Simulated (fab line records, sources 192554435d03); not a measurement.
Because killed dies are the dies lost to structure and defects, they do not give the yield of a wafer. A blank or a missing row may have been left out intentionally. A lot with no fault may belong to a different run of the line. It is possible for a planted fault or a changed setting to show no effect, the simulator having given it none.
Chamber matching + flow n5-finfet + rie-diel-04 running N5_DUMMY_GATE_ETCH_31: 4 sister chambers
The step etches SiO2 in C4F6/O2, target depth 82.5 nm, time 27.5 s. 8 wafers are shown with their chamber, then 7 later ones without.

== WAFERS WITH THEIR CHAMBER ==
| wafer  | chamber | rf-vpp-V (V) | oes-product-au (a.u.) |
|--------|---------|--------------|-----------------------|
| L074.4 | 1       | 662          | 0.93                  |
| L075.1 | 1       | 662          | 0.93                  |
| L083.2 | 0       | 672          | 0.71                  |
| L083.6 | 3       | 671          | 0.72                  |
| L087.4 | 3       | 670          | 0.73                  |
| L087.5 | 2       | 633          | 0.79                  |
| L089.1 | 2       | 636          | 0.79                  |
| L089.3 | 0       | 673          | 0.71                  |

== WAFERS WITH NO CHAMBER GIVEN ==
| wafer  | rf-vpp-V (V) | oes-product-au (a.u.) |
|--------|--------------|-----------------------|
| L089.4 | 661          | 0.87                  |
| L090.1 | 672          | 0.71                  |
| L090.2 | 672          | 0.72                  |
| L090.6 | 671          | 0.72                  |
| L095.1 | 674          | 0.70                  |
| L095.2 | 660          | 0.85                  |
| L095.3 | 634          | 0.77                  |

== EACH ONE'S CHAMBER ==
| wafer  | from the rows above     | in truth |
|--------|-------------------------|----------|
| L089.4 | 1                       | 1        |
| L090.1 | 0                       | 0        |
| L090.2 | can't be placed: 3 or 0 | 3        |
| L090.6 | can't be placed: 3 or 0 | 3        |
| L095.1 | 0                       | 0        |
| L095.2 | 1                       | 1        |
| L095.3 | 2                       | 2        |
5 of 7 placed correctly. From these rows, 2 cannot be placed; in 2 the true chamber is one of the candidates. Number placed wrongly: 0.
How it was worked out, from the rows above alone: a wafer's distance from a chamber is the root of the sum, over the readings, of the square of ((its reading less the chamber's mean) divided by the reading's scatter). The wafer belongs to the nearest chamber; if the next one is less than 2 further off, it can't be placed. Each chamber's mean is taken over the wafers shown for it. The scatter: take each reading less its chamber's mean, square it, sum over the shown wafers, divide by the number of wafers less the number of chambers, and take the root.
